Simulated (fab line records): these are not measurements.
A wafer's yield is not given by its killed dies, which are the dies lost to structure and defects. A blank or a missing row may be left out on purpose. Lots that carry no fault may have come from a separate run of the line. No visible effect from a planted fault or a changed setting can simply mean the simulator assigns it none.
One fault through the eyes of 2 desks :: flow n5 finfet :: numbers are kept per desk, each desk with only its own; the story behind them comes last

DESK OF THE TOOL OWNER: pvd sputter-01
The tool's own readings at N5_BEOL_M13_SPUTTER_44 (material Ta, target thk 10 nm, time 16.13 s): means of the sampled wafers that have a number, for each lot that ran on this tool. The brackets show how far a lot's mean lies from the usual mean; more than 4 standard deviations puts the lot out of limits, marked OUT.
Columns: A = cathode dc power W at N5_BEOL_M13_SPUTTER_44, usual 15000 W; B = throttle valve pct at N5_BEOL_M13_SPUTTER_44, usual 29.5 %
lot: L213
first seen here: day 11 03:05
A: 14999
B: 28.9

lot: L226
first seen here: day 14 20:13
A: 16567 (+99 or more) OUT
B: 28.9

lot: L228
first seen here: day 15 15:58
A: 16569 (+99 or more) OUT
B: 29.0
Finding of this desk: L226, L228 out of limits; the first was L226 at day 14 20:13, on cathode dc power W at N5_BEOL_M13_SPUTTER_44. In limits: L213.

AT THE METROLOGY DESK
What the gauges read for every lot (on any tool): the sampled wafers with a number, averaged. The brackets show how far a lot's mean lies from the usual mean; more than 4 standard deviations puts the lot out of limits, marked OUT.
Columns: A = trench depth nm at N5_BEOL_M13_OCD_MEAS_35, usual 410 nm
lot: L213
first seen here: day 11 00:55
A: 407

lot: L214
first seen here: day 11 08:32
A: 409

lot: L226
first seen here: day 14 18:40
A: 408

lot: L228
first seen here: day 15 15:26
A: 414

lot: L230
first seen here: day 16 01:04
A: 404

lot: L235
first seen here: day 17 16:44
A: 415
This desk found nothing out of limits on any of the 6 lots.

BROUGHT TOGETHER
On L226, L228, at day 14 20:13, an alarm was possible from the tool owner's desk.
From the metrology desk's view, nothing was out of limits.
The metrology desk holds a record of L226, L228, inside its limits.
On pvd sputter-01, each named lot ran N5_BEOL_M13_SPUTTER_44.

WHAT THE SIMULATOR HAD INSERTED
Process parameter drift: pvd sputter-01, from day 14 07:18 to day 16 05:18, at N5_BEOL_M13_SPUTTER_44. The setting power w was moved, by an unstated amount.
Struck lots among those shown: L226, L228.
Each desk's first reading out of limits, in hours after the fault started: the tool owner's desk, 13.
